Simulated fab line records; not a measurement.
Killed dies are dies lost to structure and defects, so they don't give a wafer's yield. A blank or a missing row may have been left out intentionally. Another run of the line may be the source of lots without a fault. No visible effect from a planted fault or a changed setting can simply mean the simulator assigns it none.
fab line records    flow n5_finfet
record lots=7  wafers=21
route steps=1938 shown PASSIVATION@1930
start_h: hours from the record's opening day to when the first of the lot's shown wafers began    wait_h: time in hours since the lot's previous step    " identical to the entry in the row above    L1.1+2: a single row standing in for several wafers    - either no value or no given start    * or withheld: withheld    < > ~ a bound
route shown NAME@n: a module of which the file shows steps, and the number in the route of the first    usual: mean/standard deviation of fault-free wafers    same: alike in all rows    chamber/n: place in a boat    sites: per-site readings    _std_site: how widely they spread, as a standard deviation    _edge_site: inner sites' mean taken away from outer sites' mean    radius_mm: how far each site lies from the wafer's centre    mask NAME#n: copy n    behind: the last tool/chamber to shape the wafer    hold: cause of the lot's hold/its duration in hours/its outcome    device: transistor that didn't switch, given as n, p or np    end of line: tests run on the same wafers once the route is complete    a step with no rows: only its recipe    killed: dies lost to structure and defects at the first sort, not the wafer's yield    map: a wafer's dies, x killed, . not, _ none there
set.NAME: the setting as run; set.NAME@STEP: as run at that earlier step    model.NAME: the simulator's own value behind a step, which no gauge read
lots run with intentionally changed settings; tables by step, rows by wafer
## steps
# step N5_PASSIVATION_ETCH_54
# recipe chemistry=CHF3/O2  target=SiO2  target_depth_a=8800  CHF3_flow_sccm=50  O2_flow_sccm=5  Ar_flow_sccm=200  time_s=440  mask_material=PR  pressure_mtorr=30  source_w=650  bias_w=170  ion_energy_ev=200
lot.wafer  tool         chamber  start_h  wait_h  set.time_s  model.etch.depth_nm  model.PASSIVATION.feature_depth_nm
L075.1     rie_diel-06  2        266.04   0.1     363.7       713.1                713.2
L075.4     "            0        "        "       440         877.7                877.6
L075.6     "            3        "        "       440         920.2                920.2
L076.1     rie_diel-05  3        281.74   0.1     440         881                  881
L076.2     "            1        "        "       370.3       753.1                753
L076.5     "            3        "        "       440         882.6                882.6
L084.1     rie_diel-05  2        322.96   0.1     440         875.5                875.4
L084.5     "            3        "        "       440         867.3                867.4
L084.6     "            2        "        "       440         873.2                873.2
L089.3     rie_diel-04  0        375.13   0.1     440         879.6                879.6
L089.5     "            0        "        "       440         880.8                880.8
L089.6     "            2        "        "       440         863.8                863.8
L094.1     rie_diel-06  2        404.10   0.1     373.7       758.8                758.8
L094.4     "            1        "        "       440         910.5                910.4
L094.6     "            2        "        "       440         894.4                894.4
L095.4     rie_diel-04  3        410.99   0.1     440         883.8                883.8
L095.5     "            0        "        "       440         867.1                867
L095.6     "            1        "        "       440         896.7                896.8
L097.4     rie_diel-06  2        430.42   0.1     440         890.3                890.2
L097.5     "            3        "        "       536.7       1120                 1120
L097.6     "            0        "        "       440         858                  858
# step N5_PASSIVATION_STRIP_48
# recipe chemistry=O2  power_w=600  temp_c=60  pressure_mtorr=30  rf_frequency_hz=6e+07  bias_power_w=0  overash_fraction=0.5  o2_flow_sccm=225
# step N5_PASSIVATION_STRIP_52
# recipe chemistry=post_etch_residue_remover  time_s=1200  temp_c=72.5
# step N5_PASSIVATION_SRD_72
# recipe dry=ipa_marangoni  time_s=30  temp_c=23  rinse_liquid=diw
# step N5_PASSIVATION_ANNEAL_56
# recipe temp_c=400  time_s=1800  ambient=FGA  idle_temp_c=300  ramp_up_c_per_min=5  ramp_down_c_per_min=3
# step N5_PASSIVATION_PROBE_49
# usual defect_limited_yield=91.1/1.5  killed_at_M0_to_M3=37/11  killed_at_M4_up=13/5.6  killed_at_contacts=12/5.6  killed_at_front_end=39/11  killed_at_other=4/3.1  killed_dies=105/18  killed_open=69/13  killed_short=35/7.4  sort_bin_5_function=5.1/0.92  sort_bin_6_memory=3.4/0.76  sort_bin_8_speed=0.02/0.11  sort_n_pass=1075/18
# same gross_dies=1180  killed_at_back_side=0  sort_bin_4_leakage[%]=0
lot.wafer  tool       chamber  start_h  wait_h  set.time_s@PASSIVATION_ETCH_54  defect_limited_yield[%]  killed_at_M0_to_M3  killed_at_M4_up  killed_at_contacts  killed_at_front_end  killed_at_other  killed_dies  killed_open  killed_short  sort_bin_5_function[%]  sort_bin_6_memory[%]  sort_bin_8_speed[%]  sort_n_pass
L075.1     prober-02  -        269.08   0.0     363.7                           3.1                      28                  229              11                  37                   838              1143         62           28            94.1                    2.5                   0                    37
L075.4     prober-02  -        269.23   0.2     440                             92.9                     23                  11               16                  32                   2                84           57           27            4.5                     2.3                   0                    1096
L075.6     prober-02  -        269.33   0.3     440                             56.5                     19                  440              13                  41                   0                513          52           31            39.9                    3.0                   0.17                 667
L076.1     prober-02  -        284.52   0.0     440                             92.2                     44                  8                13                  24                   3                92           63           28            4.4                     3.4                   0                    1088
L076.2     prober-02  -        284.57   0.1     370.3                           58.6                     55                  18               14                  36                   366              489          94           29            37.3                    4.0                   0                    691
L076.5     prober-02  -        284.72   0.2     440                             90.4                     42                  8                20                  35                   8                113          70           43            5.5                     3.4                   0                    1067
L084.1     prober-02  -        326.39   0.0     440                             0                        42                  14               13                  1099                 12               1180         99           34            94.7                    5.2                   0                    0
L084.5     prober-02  -        326.59   0.2     440                             0                        48                  17               15                  1088                 12               1180         94           34            95.3                    4.6                   0                    0
L084.6     prober-02  -        326.64   0.3     440                             0                        53                  12               15                  1098                 2                1180         82           31            96.0                    3.5                   0                    0
L089.3     prober-01  -        378.01   0.1     440                             89.3                     50                  20               19                  36                   1                126          83           43            6.3                     4.1                   0                    1054
L089.5     prober-01  -        378.11   0.2     440                             92.4                     29                  10               11                  36                   4                90           55           35            3.9                     3.2                   0                    1090
L089.6     prober-01  -        378.16   0.3     440                             91.7                     26                  7                11                  54                   0                98           61           37            5.0                     3.2                   0                    1082
L094.1     prober-02  -        406.88   0.0     373.7                           0                        53                  30               10                  1081                 6                1180         84           36            94.3                    5.4                   0                    0
L094.4     prober-02  -        407.03   0.2     440                             0                        38                  20               9                   1110                 3                1180         77           29            96.9                    3.1                   0                    0
L094.6     prober-02  -        407.13   0.3     440                             0                        38                  20               3                   1114                 5                1180         63           23            96.2                    3.6                   0                    0
L095.4     prober-01  -        413.78   0.2     440                             93.1                     38                  15               3                   20                   6                82           53           27            4.5                     2.1                   0                    1098
L095.5     prober-01  -        413.83   0.2     440                             91.7                     46                  7                10                  24                   11               98           60           35            5.0                     3.1                   0                    1082
L095.6     prober-01  -        413.88   0.3     440                             91.8                     29                  17               7                   37                   7                97           65           29            5.4                     2.7                   0                    1083
L097.4     prober-02  -        433.35   0.2     440                             90.2                     51                  7                4                   54                   0                116          73           34            5.8                     3.1                   1.36                 1048
L097.5     prober-02  -        433.40   0.2     536.7                           89.1                     52                  10               9                   56                   2                129          86           40            5.6                     4.8                   0                    1051
L097.6     prober-02  -        433.45   0.3     440                             88.1                     60                  20               10                  49                   1                140          88           51            5.8                     5.7                   0                    1040
# killed by level:class
L075.1 PASSIVATION:area_etch=836 BEOL_M11:area_etch=217 MOL_CONTACT_COAG:geometric_particle:open=9 BEOL_M2:geometric_particle:open=9 BEOL_M4:geometric_particle:open=7 BEOL_M1:geometric_particle:open=7 GATE_CUT:geometric_particle:open=6 GATE_CUT:geometric_particle:short=6
L075.4 MOL_CONTACT_COAG:geometric_particle:open=12 BEOL_M2:geometric_particle:open=9 GATE_CUT:geometric_particle:short=7 GATE_CUT:geometric_particle:open=6 FIN_SAQP:geometric_particle:open=4 MOL_CONTACT_COAG:geometric_particle:short=4 BEOL_M0_SAQP:geometric_particle:open=4 BEOL_M3:geometric_particle:open=4
L075.6 BEOL_M11:area_etch=428 MOL_CONTACT_COAG:geometric_particle:open=10 GATE_CUT:geometric_particle:short=9 FIN_SAQP:geometric_particle:short=8 BEOL_M1:geometric_particle:open=6 DUMMY_GATE:geometric_particle:open=5 FIN_SAQP:geometric_particle:open=4 STI_FIN_REVEAL:geometric_particle:open=4
L076.1 MOL_CONTACT_COAG:geometric_particle:open=11 BEOL_M2:geometric_particle:open=10 FIN_SAQP:geometric_particle:open=8 BEOL_M0_SAQP:geometric_particle:open=8 BEOL_M1:geometric_particle:open=8 FIN_SAQP:geometric_particle:short=6 BEOL_M0_SAQP:geometric_particle:short=5 BEOL_M0:geometric_particle:open=3
L076.2 PASSIVATION:area_etch=365 FIN_SAQP:geometric_particle:open=12 BEOL_M1:geometric_particle:open=12 MOL_CONTACT_COAG:geometric_particle:open=11 BEOL_M2:geometric_particle:open=11 DUMMY_GATE:geometric_particle:open=10 BEOL_M0_SAQP:geometric_particle:short=10 BEOL_M4:geometric_particle:open=9
L076.5 MOL_CONTACT_COAG:geometric_particle:open=15 BEOL_M0_SAQP:geometric_particle:short=12 FIN_SAQP:geometric_particle:open=11 BEOL_M1:geometric_particle:open=8 FIN_SAQP:geometric_particle:short=6 BEOL_M2:geometric_particle:open=6 MOL_CONTACT_COAG:geometric_particle:short=5 MIM_TOP:geometric_particle:open=4
L084.1 DUMMY_GATE:area_cvd=1047 STI_FIN_REVEAL:geometric_particle:open=15 BEOL_M3:geometric_particle:open=13 MOL_CONTACT_COAG:geometric_particle:open=11 FIN_SAQP:geometric_particle:open=9 GATE_CUT:geometric_particle:short=8 BEOL_M4:geometric_particle:open=8 BEOL_M1:geometric_particle:open=7
L084.5 DUMMY_GATE:area_cvd=1052 BEOL_M3:geometric_particle:open=15 MOL_CONTACT_COAG:geometric_particle:open=13 STI_FIN_REVEAL:geometric_particle:open=11 BEOL_M2:geometric_particle:open=11 BEOL_M4:geometric_particle:open=9 BEOL_M0_SAQP:geometric_particle:short=6 BEOL_M0_SAQP:geometric_particle:open=6
L084.6 DUMMY_GATE:area_cvd=1066 BEOL_M1:geometric_particle:open=14 BEOL_M3:geometric_particle:open=12 MOL_CONTACT_COAG:geometric_particle:open=11 BEOL_M0_SAQP:geometric_particle:open=9 FIN_SAQP:geometric_particle:open=6 STI_FIN_REVEAL:geometric_particle:open=6 BEOL_M0_SAQP:geometric_particle:short=6
L089.3 MOL_CONTACT_COAG:geometric_particle:open=16 BEOL_M0_SAQP:geometric_particle:open=14 FIN_SAQP:geometric_particle:short=11 BEOL_M0_SAQP:geometric_particle:short=10 BEOL_M4:geometric_particle:open=10 BEOL_M2:geometric_particle:open=9 BEOL_M3:geometric_particle:open=8 FIN_SAQP:geometric_particle:open=6
L089.5 BEOL_M0_SAQP:geometric_particle:open=10 MOL_CONTACT_COAG:geometric_particle:open=9 FIN_SAQP:geometric_particle:open=7 GATE_CUT:geometric_particle:short=7 BEOL_M0_SAQP:geometric_particle:short=7 FIN_SAQP:geometric_particle:short=6 STI_FIN_REVEAL:geometric_particle:open=4 BEOL_M4:geometric_particle:open=4
L089.6 FIN_SAQP:geometric_particle:short=14 FIN_SAQP:geometric_particle:open=10 MOL_CONTACT_COAG:geometric_particle:open=9 STI_FIN_REVEAL:geometric_particle:open=6 BEOL_M1:geometric_particle:open=6 BEOL_M3:geometric_particle:open=6 STARTING-WAFER:geometric_particle:short=6 DUMMY_GATE:geometric_particle:open=5
L094.1 DUMMY_GATE:area_cvd=1058 BEOL_M4:geometric_particle:open=18 BEOL_M3:geometric_particle:open=10 MOL_CONTACT_COAG:geometric_particle:open=9 BEOL_M0_SAQP:geometric_particle:short=9 BEOL_M2:geometric_particle:open=9 BEOL_M0_SAQP:geometric_particle:open=8 BEOL_M0:geometric_particle:open=5
L094.4 DUMMY_GATE:area_cvd=1073 BEOL_M1:geometric_particle:open=17 BEOL_M4:geometric_particle:open=15 FIN_SAQP:geometric_particle:short=8 MOL_CONTACT_COAG:geometric_particle:open=6 STI_FIN_REVEAL:geometric_particle:open=6 DUMMY_GATE:geometric_particle:open=6 BEOL_M0_SAQP:geometric_particle:short=5
L094.6 DUMMY_GATE:area_cvd=1091 BEOL_M1:geometric_particle:open=11 BEOL_M4:geometric_particle:open=10 BEOL_M0_SAQP:geometric_particle:open=7 STI_FIN_REVEAL:geometric_particle:open=5 BEOL_M0_SAQP:geometric_particle:short=5 BEOL_M3:geometric_particle:open=4 STARTING-WAFER:geometric_particle:open=4
L095.4 BEOL_M0_SAQP:geometric_particle:open=13 BEOL_M4:geometric_particle:open=8 BEOL_M0_SAQP:geometric_particle:short=7 BEOL_M3:geometric_particle:open=6 BEOL_M2:geometric_particle:open=5 STI_FIN_REVEAL:geometric_particle:open=4 GATE_CUT:geometric_particle:short=3 BEOL_M1:geometric_particle:open=3
L095.5 BEOL_M0_SAQP:geometric_particle:open=15 BEOL_M0_SAQP:geometric_particle:short=9 BEOL_M1:geometric_particle:open=8 MOL_CONTACT_COAG:geometric_particle:open=7 GATE_CUT:geometric_particle:short=5 PAD_METAL:geometric_particle:short=5 BEOL_M4:geometric_particle:open=4 FIN_SAQP:geometric_particle:short=3
L095.6 STI_FIN_REVEAL:geometric_particle:open=16 BEOL_M4:geometric_particle:open=11 BEOL_M0_SAQP:geometric_particle:short=8 FIN_SAQP:geometric_particle:open=6 MOL_CONTACT_COAG:geometric_particle:open=5 BEOL_M0_SAQP:geometric_particle:open=5 BEOL_M2:geometric_particle:open=5 MIM_TOP_ETCH:geometric_particle:open=5
L097.4 BEOL_M0_SAQP:geometric_particle:open=17 STI_FIN_REVEAL:geometric_particle:open=14 BEOL_M0_SAQP:geometric_particle:short=14 FIN_SAQP:geometric_particle:open=11 HKMG_FIN:area_etch=8 BEOL_M1:geometric_particle:open=5 DUMMY_GATE:geometric_particle:open=4 BEOL_M1:geometric_particle:short=4
L097.5 FIN_SAQP:geometric_particle:open=18 STI_FIN_REVEAL:geometric_particle:open=13 BEOL_M0_SAQP:geometric_particle:open=13 BEOL_M0_SAQP:geometric_particle:short=13 BEOL_M3:geometric_particle:open=8 FIN_SAQP:geometric_particle:short=7 MOL_CONTACT_COAG:geometric_particle:open=7 BEOL_M2:geometric_particle:open=6
L097.6 BEOL_M0_SAQP:geometric_particle:open=18 FIN_SAQP:geometric_particle:short=12 BEOL_M0_SAQP:geometric_particle:short=12 BEOL_M3:geometric_particle:open=11 BEOL_M1:geometric_particle:open=10 FIN_SAQP:geometric_particle:open=9 STI_FIN_REVEAL:geometric_particle:open=8 BEOL_M4:geometric_particle:open=7
## key
split step=N5_PASSIVATION_ETCH_54  setting=time_s  stated=440  by=wafer
response step=N5_PASSIVATION_ETCH_54  reading=model.etch.depth_nm  change=+10.2  per=1%  r=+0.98
response step=N5_PASSIVATION_ETCH_54  reading=model.PASSIVATION.feature_depth_nm  change=+10.2  per=1%  r=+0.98
response step=N5_PASSIVATION_PROBE_49  reading=killed_at_other  shape=bent  at_lowest=838  at_stated=5  at_highest=2
